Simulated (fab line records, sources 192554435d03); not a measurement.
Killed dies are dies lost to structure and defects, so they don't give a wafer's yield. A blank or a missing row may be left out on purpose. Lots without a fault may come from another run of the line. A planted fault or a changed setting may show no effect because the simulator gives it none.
Chamber matching | flow n5_finfet | N5_BEOL_M14_TRENCH_ETCH_34 on rie_diel-03: 4 sister chambers
The step etches SiO2 in C4F8/O2/Ar, target depth 556.65 nm, time 126.9 s. 4 wafers are shown with their chamber, then 9 later ones without.

WAFERS WITH THEIR CHAMBER
wafer  | chamber | showerhead_plenum_p_Torr (Torr)
L088.6 | 2       | 3.33
L089.1 | 1       | 3.31
L089.3 | 0       | 3.63
L089.5 | 3       | 3.57

WAFERS WITHOUT THEIR CHAMBER
wafer  | showerhead_plenum_p_Torr (Torr)
L090.3 | 3.31
L090.4 | 3.56
L090.6 | 3.31
L091.1 | 3.31
L091.3 | 3.63
L091.5 | 3.32
L095.2 | 3.56
L095.3 | 3.32
L095.5 | 3.32

WHICH CHAMBER EACH WENT THROUGH
wafer  | from the rows above     | in truth
L090.3 | 1                       | 1
L090.4 | 3                       | 3
L090.6 | 1                       | 1
L091.1 | 1                       | 1
L091.3 | 0                       | 0
L091.5 | can't be placed: 1 or 2 | 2
L095.2 | 3                       | 3
L095.3 | can't be placed: 1 or 2 | 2
L095.5 | can't be placed: 1 or 2 | 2
Placed correctly: 6 of 9. Can't be placed from these rows: 3 (the true chamber is among the candidates in 3). Placed wrongly: 0.
How it was worked out, from the rows above alone: a wafer's distance from a chamber is the root of the sum, over the readings, of the square of ((its reading less the chamber's mean) divided by the reading's scatter). The wafer belongs to the nearest chamber; if the next one is less than 2 further off, it can't be placed. A chamber's mean is the mean of its shown wafers. The scatter: with one shown wafer a chamber, the root of the mean of the squares of how far each hidden wafer lies from its nearest shown one.
